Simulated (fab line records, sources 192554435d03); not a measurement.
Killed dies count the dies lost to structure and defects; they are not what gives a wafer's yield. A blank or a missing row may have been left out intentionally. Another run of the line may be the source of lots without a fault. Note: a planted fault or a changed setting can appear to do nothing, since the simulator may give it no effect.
Chamber matching || flow n5_finfet || N5_HKMG_FIN_ALD_36 on ald_metal-01: 4 sister chambers
The step deposits TiN, target thk 1 nm, pulse time 1 s, purge time 3 s. 20 wafers are shown with their chamber, then 10 later ones without.

## EACH WAFER AND ITS CHAMBER
{"wafer": "L077.2", "chamber": 2, "heater_power_w (W)": 981, "precursor_pulse_height_rel": 0.982}
{"wafer": "L077.3", "chamber": 0, "heater_power_w (W)": 719, "precursor_pulse_height_rel": 0.999}
{"wafer": "L077.6", "chamber": 2, "heater_power_w (W)": 1002, "precursor_pulse_height_rel": 1.000}
{"wafer": "L079.3", "chamber": 2, "heater_power_w (W)": 994, "precursor_pulse_height_rel": 0.990}
{"wafer": "L079.4", "chamber": 3, "heater_power_w (W)": 706, "precursor_pulse_height_rel": 1.022}
{"wafer": "L079.6", "chamber": 3, "heater_power_w (W)": 717, "precursor_pulse_height_rel": 1.004}
{"wafer": "L085.1", "chamber": 2, "heater_power_w (W)": 1008, "precursor_pulse_height_rel": 1.051}
{"wafer": "L085.2", "chamber": 1, "heater_power_w (W)": 850, "precursor_pulse_height_rel": 1.018}
{"wafer": "L085.6", "chamber": 1, "heater_power_w (W)": 844, "precursor_pulse_height_rel": 0.961}
{"wafer": "L087.1", "chamber": 0, "heater_power_w (W)": 722, "precursor_pulse_height_rel": 1.000}
{"wafer": "L087.5", "chamber": 0, "heater_power_w (W)": 711, "precursor_pulse_height_rel": 0.965}
{"wafer": "L087.6", "chamber": 1, "heater_power_w (W)": 835, "precursor_pulse_height_rel": 0.973}
{"wafer": "L088.1", "chamber": 1, "heater_power_w (W)": 824, "precursor_pulse_height_rel": 0.966}
{"wafer": "L088.2", "chamber": 3, "heater_power_w (W)": 695, "precursor_pulse_height_rel": 0.983}
{"wafer": "L088.5", "chamber": 1, "heater_power_w (W)": 839, "precursor_pulse_height_rel": 1.004}
{"wafer": "L090.1", "chamber": 0, "heater_power_w (W)": 696, "precursor_pulse_height_rel": 1.010}
{"wafer": "L090.4", "chamber": 1, "heater_power_w (W)": 831, "precursor_pulse_height_rel": 1.025}
{"wafer": "L090.5", "chamber": 3, "heater_power_w (W)": 713, "precursor_pulse_height_rel": 0.993}
{"wafer": "L092.1", "chamber": 2, "heater_power_w (W)": 985, "precursor_pulse_height_rel": 0.992}
{"wafer": "L092.2", "chamber": 0, "heater_power_w (W)": 708, "precursor_pulse_height_rel": 1.032}

SIGNATURES, as means of the wafers listed above
{"reading": "heater_power_w", "chamber 0": 711.20, "chamber 1": 837.17, "chamber 2": 994.00, "chamber 3": 707.75, "scatter within a chamber": 10.1}
{"reading": "precursor_pulse_height_rel", "chamber 0": 1.00120, "chamber 1": 0.99117, "chamber 2": 1.00300, "chamber 3": 1.00050, "scatter within a chamber": 0.0252}
Rule: for a wafer and a chamber, the distance is found by dividing, reading by reading, the gap between the wafer's reading and the chamber's mean by the reading's scatter, squaring, summing and taking the root. The wafer belongs to the nearest chamber; if the next one is less than 2 further off, it can't be placed. The scatter: take each reading less its chamber's mean, square it, sum over the shown wafers, divide by the number of wafers less the number of chambers, and take the root.

## WAFERS WITH NO CHAMBER GIVEN
{"wafer": "L092.3", "heater_power_w (W)": 850, "precursor_pulse_height_rel": 0.984}
{"wafer": "L092.4", "heater_power_w (W)": 729, "precursor_pulse_height_rel": 0.978}
{"wafer": "L092.5", "heater_power_w (W)": 686, "precursor_pulse_height_rel": 0.987}
{"wafer": "L092.6", "heater_power_w (W)": 843, "precursor_pulse_height_rel": 0.962}
{"wafer": "L093.3", "heater_power_w (W)": 708, "precursor_pulse_height_rel": 1.002}
{"wafer": "L093.5", "heater_power_w (W)": 699, "precursor_pulse_height_rel": 1.021}
{"wafer": "L093.6", "heater_power_w (W)": 741, "precursor_pulse_height_rel": 1.019}
{"wafer": "L094.1", "heater_power_w (W)": 968, "precursor_pulse_height_rel": 0.997}
{"wafer": "L094.2", "heater_power_w (W)": 828, "precursor_pulse_height_rel": 1.020}
{"wafer": "L094.4", "heater_power_w (W)": 722, "precursor_pulse_height_rel": 1.007}

## WHICH CHAMBER EACH ONE RAN IN
{"wafer": "L092.3", "from the rows above": 1, "in truth": 1}
{"wafer": "L092.4", "from the rows above": "can't be placed: 0 or 3", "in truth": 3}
{"wafer": "L092.5", "from the rows above": "can't be placed: 3 or 0", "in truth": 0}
{"wafer": "L092.6", "from the rows above": 1, "in truth": 1}
{"wafer": "L093.3", "from the rows above": "can't be placed: 3 or 0", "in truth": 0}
{"wafer": "L093.5", "from the rows above": "can't be placed: 3 or 0", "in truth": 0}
{"wafer": "L093.6", "from the rows above": "can't be placed: 0 or 3", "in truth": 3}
{"wafer": "L094.1", "from the rows above": 2, "in truth": 2}
{"wafer": "L094.2", "from the rows above": 1, "in truth": 1}
{"wafer": "L094.4", "from the rows above": "can't be placed: 0 or 3", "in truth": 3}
4 of 10 placed correctly. Can't be placed from these rows: 6 (the true chamber is among the candidates in 6). Placed wrongly: 0.
